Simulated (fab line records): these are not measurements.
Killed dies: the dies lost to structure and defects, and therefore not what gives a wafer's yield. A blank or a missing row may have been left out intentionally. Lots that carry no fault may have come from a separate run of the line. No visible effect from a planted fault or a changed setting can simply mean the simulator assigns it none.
Which tool did it? || flow n5-finfet || 24 lots with 72 wafers sampled at 5 steps, on a route of 1938 steps

WHAT THE GAUGES SHOWED, per wafer
N5_BEOL_M14_RS_MEAS_54: a four-point-probe measurement.
{"lot": "L075", "measured": "day 14 00:58", "on": "film-metro-01", "M14_RS (ohm/sq)": "0.0337 0.0332 0.0329"}
{"lot": "L074", "measured": "day 14 07:44", "on": "film-metro-01", "M14_RS (ohm/sq)": "0.0328 0.0362 0.0330"}
{"lot": "L076", "measured": "day 14 19:37", "on": "film-metro-02", "M14_RS (ohm/sq)": "0.0344 0.0347 0.0343"}
{"lot": "L077", "measured": "day 15 01:29", "on": "film-metro-02", "M14_RS (ohm/sq)": "0.0339 0.0338 0.0340"}
{"lot": "L080", "measured": "day 15 08:32", "on": "film-metro-01", "M14_RS (ohm/sq)": "0.0327 0.0343 0.0329"}
{"lot": "L081", "measured": "day 15 12:40", "on": "film-metro-02", "M14_RS (ohm/sq)": "0.0325 0.0345 0.0325"}
{"lot": "L079", "measured": "day 16 00:21", "on": "film-metro-02", "M14_RS (ohm/sq)": "0.0320 0.0328 0.0332"}
{"lot": "L082", "measured": "day 16 05:40", "on": "film-metro-02", "M14_RS (ohm/sq)": "0.0344 0.0348 0.0333"}
{"lot": "L078", "measured": "day 16 06:47", "on": "film-metro-02", "M14_RS (ohm/sq)": "0.0358 0.0319 0.0318"}
{"lot": "L083", "measured": "day 16 07:49", "on": "film-metro-01", "M14_RS (ohm/sq)": "0.0344 0.0331 0.0347"}
{"lot": "L085", "measured": "day 16 17:13", "on": "film-metro-02", "M14_RS (ohm/sq)": "0.0318 0.0330 0.0330"}
{"lot": "L086", "measured": "day 17 03:46", "on": "film-metro-02", "M14_RS (ohm/sq)": "0.0358 0.0332 0.0331"}
{"lot": "L084", "measured": "day 17 13:40", "on": "film-metro-01", "M14_RS (ohm/sq)": "0.0359 0.0324 0.0362"}
{"lot": "L089", "measured": "day 17 16:26", "on": "film-metro-02", "M14_RS (ohm/sq)": "0.0345 0.0346 0.0347"}
{"lot": "L088", "measured": "day 17 19:35", "on": "film-metro-02", "M14_RS (ohm/sq)": "0.0346 0.0323 0.0344"}
{"lot": "L087", "measured": "day 18 02:28", "on": "film-metro-01", "M14_RS (ohm/sq)": "0.0344 0.0348 0.0344"}
{"lot": "L091", "measured": "day 18 07:08", "on": "film-metro-01", "M14_RS (ohm/sq)": "0.0329 0.0348 0.0339"}
{"lot": "L090", "measured": "day 18 18:56", "on": "film-metro-01", "M14_RS (ohm/sq)": "0.0358 0.0325 0.0357"}
{"lot": "L093", "measured": "day 18 22:59", "on": "film-metro-02", "M14_RS (ohm/sq)": "0.0349 0.0343 0.0348"}
{"lot": "L094", "measured": "day 19 05:14", "on": "film-metro-01", "M14_RS (ohm/sq)": "0.0359 0.0332 0.0324"}
{"lot": "L092", "measured": "day 19 16:10", "on": "film-metro-02", "M14_RS (ohm/sq)": "0.0328 0.0324 0.0362"}
{"lot": "L097", "measured": "day 19 23:52", "on": "film-metro-02", "M14_RS (ohm/sq)": "0.0329 0.0331 0.0366"}
{"lot": "L096", "measured": "day 20 02:54", "on": "film-metro-02", "M14_RS (ohm/sq)": "0.0363 0.0325 0.0331"}
{"lot": "L095", "measured": "day 21 08:44", "on": "film-metro-01", "M14_RS (ohm/sq)": "0.0345 0.0326 0.0327"}

N5_BEOL_M14_INSPECT_55: inspects for defects (darkfield).
{"lot": "L075", "measured": "day 14 00:59", "on": "defect-inspect-02", "raw-defect-count": "56 55 69"}
{"lot": "L074", "measured": "day 14 07:45", "on": "defect-inspect-01", "raw-defect-count": "56 56 48"}
{"lot": "L076", "measured": "day 14 19:38", "on": "defect-inspect-01", "raw-defect-count": "49 78 90"}
{"lot": "L077", "measured": "day 15 01:30", "on": "defect-inspect-02", "raw-defect-count": "68 88 26"}
{"lot": "L080", "measured": "day 15 08:34", "on": "defect-inspect-02", "raw-defect-count": "41 53 41"}
{"lot": "L081", "measured": "day 15 12:42", "on": "defect-inspect-02", "raw-defect-count": "63 75 67"}
{"lot": "L079", "measured": "day 16 00:22", "on": "defect-inspect-02", "raw-defect-count": "74 83 53"}
{"lot": "L082", "measured": "day 16 05:41", "on": "defect-inspect-01", "raw-defect-count": "52 48 55"}
{"lot": "L078", "measured": "day 16 06:49", "on": "defect-inspect-01", "raw-defect-count": "48 69 75"}
{"lot": "L083", "measured": "day 16 07:50", "on": "defect-inspect-02", "raw-defect-count": "117 111 72"}
{"lot": "L085", "measured": "day 16 17:14", "on": "defect-inspect-02", "raw-defect-count": "110 64 120"}
{"lot": "L086", "measured": "day 17 03:47", "on": "defect-inspect-01", "raw-defect-count": "75 61 107"}
{"lot": "L084", "measured": "day 17 13:41", "on": "defect-inspect-02", "raw-defect-count": "78 63 67"}
{"lot": "L089", "measured": "day 17 16:28", "on": "defect-inspect-02", "raw-defect-count": "71 113 92"}
{"lot": "L088", "measured": "day 17 19:36", "on": "defect-inspect-02", "raw-defect-count": "57 46 58"}
{"lot": "L087", "measured": "day 18 02:30", "on": "defect-inspect-01", "raw-defect-count": "112 67 96"}
{"lot": "L091", "measured": "day 18 07:10", "on": "defect-inspect-01", "raw-defect-count": "48 89 80"}
{"lot": "L090", "measured": "day 18 18:58", "on": "defect-inspect-01", "raw-defect-count": "93 96 52"}
{"lot": "L093", "measured": "day 18 23:01", "on": "defect-inspect-01", "raw-defect-count": "37 48 46"}
{"lot": "L094", "measured": "day 19 05:15", "on": "defect-inspect-01", "raw-defect-count": "111 115 85"}
{"lot": "L092", "measured": "day 19 16:12", "on": "defect-inspect-02", "raw-defect-count": "116 58 54"}
{"lot": "L097", "measured": "day 19 23:53", "on": "defect-inspect-02", "raw-defect-count": "65 90 101"}
{"lot": "L096", "measured": "day 20 02:55", "on": "defect-inspect-02", "raw-defect-count": "92 85 69"}
{"lot": "L095", "measured": "day 21 08:45", "on": "defect-inspect-01", "raw-defect-count": "73 92 54"}

N5_BEOL_M15_CD_MEAS_10: target cd 360 nm.
{"lot": "L075", "measured": "day 14 01:35", "on": "cd-sem-02", "cd-nm (nm)": "360.3 357.5 355.8"}
{"lot": "L074", "measured": "day 14 08:28", "on": "cd-sem-01", "cd-nm (nm)": "354.0 360.4 357.7"}
{"lot": "L076", "measured": "day 14 20:13", "on": "cd-sem-02", "cd-nm (nm)": "357.9 356.1 354.0"}
{"lot": "L077", "measured": "day 15 02:13", "on": "cd-sem-03", "cd-nm (nm)": "359.6 362.4 358.6"}
{"lot": "L080", "measured": "day 15 09:09", "on": "cd-sem-02", "cd-nm (nm)": "359.0 357.1 357.4"}
{"lot": "L081", "measured": "day 15 13:25", "on": "cd-sem-02", "cd-nm (nm)": "364.5 363.2 361.2"}
{"lot": "L079", "measured": "day 16 00:58", "on": "cd-sem-02", "cd-nm (nm)": "361.2 360.7 357.3"}
{"lot": "L082", "measured": "day 16 06:24", "on": "cd-sem-01", "cd-nm (nm)": "361.3 361.5 359.1"}
{"lot": "L078", "measured": "day 16 07:25", "on": "cd-sem-02", "cd-nm (nm)": "357.4 357.9 359.2"}
{"lot": "L083", "measured": "day 16 08:26", "on": "cd-sem-03", "cd-nm (nm)": "359.2 354.6 361.0"}
{"lot": "L085", "measured": "day 16 17:57", "on": "cd-sem-02", "cd-nm (nm)": "359.6 356.2 357.3"}
{"lot": "L086", "measured": "day 17 04:23", "on": "cd-sem-03", "cd-nm (nm)": "363.2 360.9 362.2"}
{"lot": "L084", "measured": "day 17 14:17", "on": "cd-sem-03", "cd-nm (nm)": "363.4 360.3 360.6"}
{"lot": "L089", "measured": "day 17 17:03", "on": "cd-sem-01", "cd-nm (nm)": "359.5 358.2 357.3"}
{"lot": "L088", "measured": "day 17 20:19", "on": "cd-sem-02", "cd-nm (nm)": "360.9 359.5 361.6"}
{"lot": "L087", "measured": "day 18 03:05", "on": "cd-sem-01", "cd-nm (nm)": "360.8 359.1 362.2"}
{"lot": "L091", "measured": "day 18 07:46", "on": "cd-sem-02", "cd-nm (nm)": "356.3 360.6 360.4"}
{"lot": "L090", "measured": "day 18 19:34", "on": "cd-sem-03", "cd-nm (nm)": "357.9 356.9 358.6"}
{"lot": "L093", "measured": "day 18 23:36", "on": "cd-sem-03", "cd-nm (nm)": "358.6 365.5 360.0"}
{"lot": "L094", "measured": "day 19 06:05", "on": "cd-sem-01", "cd-nm (nm)": "357.8 355.1 358.0"}
{"lot": "L092", "measured": "day 19 16:55", "on": "cd-sem-02", "cd-nm (nm)": "361.0 359.7 358.3"}
{"lot": "L097", "measured": "day 20 00:30", "on": "cd-sem-02", "cd-nm (nm)": "360.6 363.7 362.6"}
{"lot": "L096", "measured": "day 20 03:31", "on": "cd-sem-02", "cd-nm (nm)": "358.5 358.9 359.0"}
{"lot": "L095", "measured": "day 21 09:28", "on": "cd-sem-03", "cd-nm (nm)": "362.6 361.0 361.4"}

N5_BEOL_M15_CD_MEAS_17: target cd 360 nm.
{"lot": "L075", "measured": "day 14 02:12", "on": "cd-sem-01", "cd-nm (nm)": "361 355 358"}
{"lot": "L074", "measured": "day 14 09:04", "on": "cd-sem-02", "cd-nm (nm)": "353 361 358"}
{"lot": "L076", "measured": "day 14 20:49", "on": "cd-sem-01", "cd-nm (nm)": "359 358 351"}
{"lot": "L077", "measured": "day 15 02:49", "on": "cd-sem-01", "cd-nm (nm)": "361 363 360"}
{"lot": "L080", "measured": "day 15 09:44", "on": "cd-sem-02", "cd-nm (nm)": "361 357 359"}
{"lot": "L081", "measured": "day 15 14:00", "on": "cd-sem-02", "cd-nm (nm)": "369 364 363"}
{"lot": "L079", "measured": "day 16 01:33", "on": "cd-sem-02", "cd-nm (nm)": "361 362 357"}
{"lot": "L082", "measured": "day 16 07:12", "on": "cd-sem-03", "cd-nm (nm)": "361 362 362"}
{"lot": "L078", "measured": "day 16 08:05", "on": "cd-sem-03", "cd-nm (nm)": "359 357 360"}
{"lot": "L083", "measured": "day 16 09:13", "on": "cd-sem-03", "cd-nm (nm)": "359 353 362"}
{"lot": "L085", "measured": "day 16 18:39", "on": "cd-sem-01", "cd-nm (nm)": "360 360 355"}
{"lot": "L086", "measured": "day 17 04:59", "on": "cd-sem-03", "cd-nm (nm)": "361 362 361"}
{"lot": "L084", "measured": "day 17 14:52", "on": "cd-sem-02", "cd-nm (nm)": "362 364 365"}
{"lot": "L089", "measured": "day 17 17:38", "on": "cd-sem-03", "cd-nm (nm)": "356 358 357"}
{"lot": "L088", "measured": "day 17 20:55", "on": "cd-sem-01", "cd-nm (nm)": "360 359 362"}
{"lot": "L087", "measured": "day 18 03:41", "on": "cd-sem-02", "cd-nm (nm)": "360 360 362"}
{"lot": "L091", "measured": "day 18 08:21", "on": "cd-sem-02", "cd-nm (nm)": "360 362 361"}
{"lot": "L090", "measured": "day 18 20:19", "on": "cd-sem-01", "cd-nm (nm)": "359 356 361"}
{"lot": "L093", "measured": "day 19 00:34", "on": "cd-sem-03", "cd-nm (nm)": "363 366 364"}
{"lot": "L094", "measured": "day 19 06:40", "on": "cd-sem-03", "cd-nm (nm)": "360 354 357"}
{"lot": "L092", "measured": "day 19 17:30", "on": "cd-sem-01", "cd-nm (nm)": "361 359 361"}
{"lot": "L097", "measured": "day 20 01:08", "on": "cd-sem-03", "cd-nm (nm)": "364 363 365"}
{"lot": "L096", "measured": "day 20 04:06", "on": "cd-sem-03", "cd-nm (nm)": "359 362 360"}
{"lot": "L095", "measured": "day 21 10:03", "on": "cd-sem-02", "cd-nm (nm)": "362 365 363"}

WHAT TOOL EACH LOT RAN ON (gives the tool, then ch and the chambers of the sampled wafers, and finally the start)
{"lot": "L075", "N5_BEOL_M15_VIA_ETCH_16": "rie-diel-02 ch 0,1,2, day 14 01:47"}
{"lot": "L074", "N5_BEOL_M15_VIA_ETCH_16": "rie-diel-06 ch 2,3, day 14 08:38"}
{"lot": "L076", "N5_BEOL_M15_VIA_ETCH_16": "rie-diel-02 ch 0,1,2, day 14 20:24"}
{"lot": "L077", "N5_BEOL_M15_VIA_ETCH_16": "rie-diel-06 ch 1,2, day 15 02:24"}
{"lot": "L080", "N5_BEOL_M15_VIA_ETCH_16": "rie-diel-02 ch 0,3, day 15 09:19"}
{"lot": "L081", "N5_BEOL_M15_VIA_ETCH_16": "rie-diel-06 ch 0,1, day 15 13:35"}
{"lot": "L079", "N5_BEOL_M15_VIA_ETCH_16": "rie-diel-02 ch 1,2,3, day 16 01:08"}
{"lot": "L082", "N5_BEOL_M15_VIA_ETCH_16": "rie-diel-02 ch 2,3, day 16 06:47"}
{"lot": "L078", "N5_BEOL_M15_VIA_ETCH_16": "rie-diel-02 ch 1,2,3, day 16 07:41"}
{"lot": "L083", "N5_BEOL_M15_VIA_ETCH_16": "rie-diel-03 ch 1,2,3, day 16 08:48"}
{"lot": "L085", "N5_BEOL_M15_VIA_ETCH_16": "rie-diel-03 ch 0,2,3, day 16 18:14"}
{"lot": "L086", "N5_BEOL_M15_VIA_ETCH_16": "rie-diel-02 ch 1,3, day 17 04:34"}
{"lot": "L084", "N5_BEOL_M15_VIA_ETCH_16": "rie-diel-03 ch 0,2, day 17 14:28"}
{"lot": "L089", "N5_BEOL_M15_VIA_ETCH_16": "rie-diel-02 ch 1,2, day 17 17:13"}
{"lot": "L088", "N5_BEOL_M15_VIA_ETCH_16": "rie-diel-02 ch 2,3, day 17 20:30"}
{"lot": "L087", "N5_BEOL_M15_VIA_ETCH_16": "rie-diel-02 ch 1,3, day 18 03:16"}
{"lot": "L091", "N5_BEOL_M15_VIA_ETCH_16": "rie-diel-03 ch 0,1,3, day 18 07:56"}
{"lot": "L090", "N5_BEOL_M15_VIA_ETCH_16": "rie-diel-02 ch 0,3, day 18 19:54"}
{"lot": "L093", "N5_BEOL_M15_VIA_ETCH_16": "rie-diel-03 ch 0,3, day 19 00:09"}
{"lot": "L094", "N5_BEOL_M15_VIA_ETCH_16": "rie-diel-02 ch 0,1, day 19 06:15"}
{"lot": "L092", "N5_BEOL_M15_VIA_ETCH_16": "rie-diel-06 ch 1,2,3, day 19 17:05"}
{"lot": "L097", "N5_BEOL_M15_VIA_ETCH_16": "rie-diel-03 ch 0,1,2, day 20 00:41"}
{"lot": "L096", "N5_BEOL_M15_VIA_ETCH_16": "rie-diel-03 ch 0,2,3, day 20 03:41"}
{"lot": "L095", "N5_BEOL_M15_VIA_ETCH_16": "rie-diel-06 ch 0,3, day 21 09:38"}
- N5_BEOL_M15_VIA_ETCH_16: etches SiO2 in C4F8/O2/Ar, target depth 1792.2 nm.

WHAT THE TOOLS THEMSELVES READ (means of the sampled wafers that have a number; where no wafer has one, the mark that the record gives instead)
N5_BEOL_M15_VIA_ETCH_16.
{"lot": "L075", "tool": "rie-diel-02", "drypump-motor-current-A (A)": 5.6, "he-inner-torr (Torr)": 14.99, "oes-product-au (a.u.)": 0.73, "rf-fwd-power-W (W)": 1909, "rf-vpp-V (V)": 2200, "showerhead-plenum-p-Torr (Torr)": 3.30, "throttle-valve-pct (%)": 31.1}
{"lot": "L074", "tool": "rie-diel-06", "drypump-motor-current-A (A)": 5.3, "he-inner-torr (Torr)": 15.00, "oes-product-au (a.u.)": 0.75, "rf-fwd-power-W (W)": 1903, "rf-vpp-V (V)": 2177, "showerhead-plenum-p-Torr (Torr)": 3.46, "throttle-valve-pct (%)": 30.7}
{"lot": "L076", "tool": "rie-diel-02", "drypump-motor-current-A (A)": 5.6, "he-inner-torr (Torr)": 15.01, "oes-product-au (a.u.)": 0.72, "rf-fwd-power-W (W)": 1905, "rf-vpp-V (V)": 2199, "showerhead-plenum-p-Torr (Torr)": 3.30, "throttle-valve-pct (%)": 31.1}
{"lot": "L077", "tool": "rie-diel-06", "drypump-motor-current-A (A)": 5.4, "he-inner-torr (Torr)": 14.98, "oes-product-au (a.u.)": 0.84, "rf-fwd-power-W (W)": 1899, "rf-vpp-V (V)": 2186, "showerhead-plenum-p-Torr (Torr)": 3.50, "throttle-valve-pct (%)": 30.4}
{"lot": "L080", "tool": "rie-diel-02", "drypump-motor-current-A (A)": 5.8, "he-inner-torr (Torr)": 14.99, "oes-product-au (a.u.)": 0.76, "rf-fwd-power-W (W)": 1900, "rf-vpp-V (V)": 2209, "showerhead-plenum-p-Torr (Torr)": 3.44, "throttle-valve-pct (%)": 31.1}
{"lot": "L081", "tool": "rie-diel-06", "drypump-motor-current-A (A)": 5.7, "he-inner-torr (Torr)": 14.99, "oes-product-au (a.u.)": 0.82, "rf-fwd-power-W (W)": 1908, "rf-vpp-V (V)": 2196, "showerhead-plenum-p-Torr (Torr)": 3.46, "throttle-valve-pct (%)": 30.4}
{"lot": "L079", "tool": "rie-diel-02", "drypump-motor-current-A (A)": 5.6, "he-inner-torr (Torr)": 15.03, "oes-product-au (a.u.)": 0.65, "rf-fwd-power-W (W)": 1908, "rf-vpp-V (V)": 2226, "showerhead-plenum-p-Torr (Torr)": 3.33, "throttle-valve-pct (%)": 30.9}
{"lot": "L082", "tool": "rie-diel-02", "drypump-motor-current-A (A)": 5.8, "he-inner-torr (Torr)": 14.99, "oes-product-au (a.u.)": 0.65, "rf-fwd-power-W (W)": 1903, "rf-vpp-V (V)": 2207, "showerhead-plenum-p-Torr (Torr)": 3.29, "throttle-valve-pct (%)": 31.1}
{"lot": "L078", "tool": "rie-diel-02", "drypump-motor-current-A (A)": 5.7, "he-inner-torr (Torr)": 14.99, "oes-product-au (a.u.)": 0.65, "rf-fwd-power-W (W)": 1901, "rf-vpp-V (V)": 2225, "showerhead-plenum-p-Torr (Torr)": 3.33, "throttle-valve-pct (%)": 30.9}
{"lot": "L083", "tool": "rie-diel-03", "drypump-motor-current-A (A)": 5.8, "he-inner-torr (Torr)": 14.98, "oes-product-au (a.u.)": 0.78, "rf-fwd-power-W (W)": 1898, "rf-vpp-V (V)": 2206, "showerhead-plenum-p-Torr (Torr)": 3.55, "throttle-valve-pct (%)": 30.8}
{"lot": "L085", "tool": "rie-diel-03", "drypump-motor-current-A (A)": 5.8, "he-inner-torr (Torr)": 15.02, "oes-product-au (a.u.)": 0.73, "rf-fwd-power-W (W)": 1900, "rf-vpp-V (V)": 2226, "showerhead-plenum-p-Torr (Torr)": 3.52, "throttle-valve-pct (%)": 30.6}
{"lot": "L086", "tool": "rie-diel-02", "drypump-motor-current-A (A)": 5.6, "he-inner-torr (Torr)": 14.97, "oes-product-au (a.u.)": 0.65, "rf-fwd-power-W (W)": 1911, "rf-vpp-V (V)": 2245, "showerhead-plenum-p-Torr (Torr)": 3.37, "throttle-valve-pct (%)": 30.8}
{"lot": "L084", "tool": "rie-diel-03", "drypump-motor-current-A (A)": 6.2, "he-inner-torr (Torr)": 15.00, "oes-product-au (a.u.)": 0.70, "rf-fwd-power-W (W)": 1905, "rf-vpp-V (V)": 2250, "showerhead-plenum-p-Torr (Torr)": 3.44, "throttle-valve-pct (%)": 30.4}
{"lot": "L089", "tool": "rie-diel-02", "drypump-motor-current-A (A)": 5.6, "he-inner-torr (Torr)": 15.01, "oes-product-au (a.u.)": 0.65, "rf-fwd-power-W (W)": 1900, "rf-vpp-V (V)": 2197, "showerhead-plenum-p-Torr (Torr)": 3.22, "throttle-valve-pct (%)": 31.1}
{"lot": "L088", "tool": "rie-diel-02", "drypump-motor-current-A (A)": 5.7, "he-inner-torr (Torr)": 15.01, "oes-product-au (a.u.)": 0.65, "rf-fwd-power-W (W)": 1898, "rf-vpp-V (V)": 2206, "showerhead-plenum-p-Torr (Torr)": 3.28, "throttle-valve-pct (%)": 31.1}
{"lot": "L087", "tool": "rie-diel-02", "drypump-motor-current-A (A)": 5.7, "he-inner-torr (Torr)": 15.00, "oes-product-au (a.u.)": 0.64, "rf-fwd-power-W (W)": 1906, "rf-vpp-V (V)": 2253, "showerhead-plenum-p-Torr (Torr)": 3.43, "throttle-valve-pct (%)": 30.8}
{"lot": "L091", "tool": "rie-diel-03", "drypump-motor-current-A (A)": 5.7, "he-inner-torr (Torr)": 15.00, "oes-product-au (a.u.)": 0.75, "rf-fwd-power-W (W)": 1899, "rf-vpp-V (V)": 2218, "showerhead-plenum-p-Torr (Torr)": 3.50, "throttle-valve-pct (%)": 30.8}
{"lot": "L090", "tool": "rie-diel-02", "drypump-motor-current-A (A)": 5.8, "he-inner-torr (Torr)": 15.01, "oes-product-au (a.u.)": 0.74, "rf-fwd-power-W (W)": 1901, "rf-vpp-V (V)": 2208, "showerhead-plenum-p-Torr (Torr)": 3.42, "throttle-valve-pct (%)": 31.1}
{"lot": "L093", "tool": "rie-diel-03", "drypump-motor-current-A (A)": 5.8, "he-inner-torr (Torr)": 15.02, "oes-product-au (a.u.)": 0.70, "rf-fwd-power-W (W)": 1905, "rf-vpp-V (V)": 2239, "showerhead-plenum-p-Torr (Torr)": 3.46, "throttle-valve-pct (%)": 30.6}
{"lot": "L094", "tool": "rie-diel-02", "drypump-motor-current-A (A)": 5.5, "he-inner-torr (Torr)": 14.98, "oes-product-au (a.u.)": 0.69, "rf-fwd-power-W (W)": 1899, "rf-vpp-V (V)": 2217, "showerhead-plenum-p-Torr (Torr)": 3.33, "throttle-valve-pct (%)": 31.0}
{"lot": "L092", "tool": "rie-diel-06", "drypump-motor-current-A (A)": 5.4, "he-inner-torr (Torr)": 15.02, "oes-product-au (a.u.)": 0.76, "rf-fwd-power-W (W)": 1908, "rf-vpp-V (V)": 2200, "showerhead-plenum-p-Torr (Torr)": 3.43, "throttle-valve-pct (%)": 30.6}
{"lot": "L097", "tool": "rie-diel-03", "drypump-motor-current-A (A)": 6.1, "he-inner-torr (Torr)": 15.00, "oes-product-au (a.u.)": 0.73, "rf-fwd-power-W (W)": 1901, "rf-vpp-V (V)": 2227, "showerhead-plenum-p-Torr (Torr)": 3.46, "throttle-valve-pct (%)": 30.7}
{"lot": "L096", "tool": "rie-diel-03", "drypump-motor-current-A (A)": 5.9, "he-inner-torr (Torr)": 15.04, "oes-product-au (a.u.)": 0.70, "rf-fwd-power-W (W)": 1899, "rf-vpp-V (V)": 2226, "showerhead-plenum-p-Torr (Torr)": 3.51, "throttle-valve-pct (%)": 30.6}
{"lot": "L095", "tool": "rie-diel-06", "drypump-motor-current-A (A)": 5.7, "he-inner-torr (Torr)": 15.00, "oes-product-au (a.u.)": 0.69, "rf-fwd-power-W (W)": 1915, "rf-vpp-V (V)": 2224, "showerhead-plenum-p-Torr (Torr)": 3.35, "throttle-valve-pct (%)": 30.7}

THE ANSWER, worked out from the rows above alone
Rule: what is usual is taken from the lots themselves. The widest of any qualifying gaps counts: lots, ordered by their means at a reading, are off when they make up no more than a third of the lots, leave a main group of 4 or more, and stand apart from it by 3 or more times the standard deviation of that group's means. If all means in a main group match to the digits the tables above print for the reading, that group is not used. Also off: a lot with no number at a reading for which 4 or more lots have one. Where the step has rows for the other lots, those lots are counted as sound. Order of review: gauges by route order, followed by the tools' own readings, for which a lot's mean as printed above is used. The first step at which some lot is off is used, and at that step the reading that is off furthest; a lot without a number counts as furthest.
Nothing can be told from this: no lot is off at any reading shown.

WHAT THE SIMULATOR HAD PUT IN
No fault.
